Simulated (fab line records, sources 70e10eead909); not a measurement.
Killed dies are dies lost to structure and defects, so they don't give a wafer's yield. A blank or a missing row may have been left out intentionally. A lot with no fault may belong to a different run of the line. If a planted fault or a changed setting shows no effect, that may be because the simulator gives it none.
Chamber matching | flow nandHarc | NHARC_P_M2_PRE_CLEAN_32 on pecvd-02: 3 sister chambers
The step time 12 s. 6 wafers are shown with their chamber, then 12 later ones without.

EACH WAFER AND ITS CHAMBER
wafer  | chamber | heaterPowerW (W) | susceptorTempC (C)
L082.5 | 0       | 633              | 369.84
L085.2 | 0       | 775              | 370.38
L087.4 | 1       | 779              | 369.54
L090.2 | 2       | 458              | 369.57
L090.3 | 1       | 772              | 369.99
L090.6 | 2       | 458              | 370.09

WAFERS WHOSE CHAMBER IS MISSING
wafer  | heaterPowerW (W) | susceptorTempC (C)
L093.1 | 444              | 369.77
L093.3 | 710              | 369.40
L093.5 | 460              | 369.95
L094.3 | 793              | 369.89
L094.4 | 458              | 369.91
L094.5 | 707              | 370.15
L095.1 | 508              | 370.17
L095.4 | 786              | 370.56
L095.5 | 803              | 369.78
L097.1 | 799              | 370.08
L097.4 | 806              | 370.11
L097.5 | 791              | 370.23

CHAMBER TAKEN BY EACH
wafer  | from the rows above     | in truth
L093.1 | 2                       | 2
L093.3 | can't be placed: 1 or 0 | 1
L093.5 | 2                       | 2
L094.3 | can't be placed: 1 or 0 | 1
L094.4 | 2                       | 2
L094.5 | can't be placed: 0 or 1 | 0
L095.1 | 2                       | 2
L095.4 | can't be placed: 0 or 1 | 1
L095.5 | can't be placed: 1 or 0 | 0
L097.1 | can't be placed: 1 or 0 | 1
L097.4 | can't be placed: 1 or 0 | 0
L097.5 | can't be placed: 1 or 0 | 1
Placed correctly: 4 of 12. These rows do not allow placing 8 (true chamber among the candidates in 8). Placed wrongly: 0.
How it was worked out, from the rows above alone: a wafer's distance from a chamber is the root of the sum, over the readings, of the square of ((its reading less the chamber's mean) divided by the reading's scatter). The wafer belongs to the nearest chamber; if the next one is less than 2 further off, it can't be placed. Each chamber's mean is taken over the wafers shown for it. The scatter is the square root of a quotient: the sum, over the shown wafers, of each reading's squared deviation from its chamber's mean, divided by wafers minus chambers.
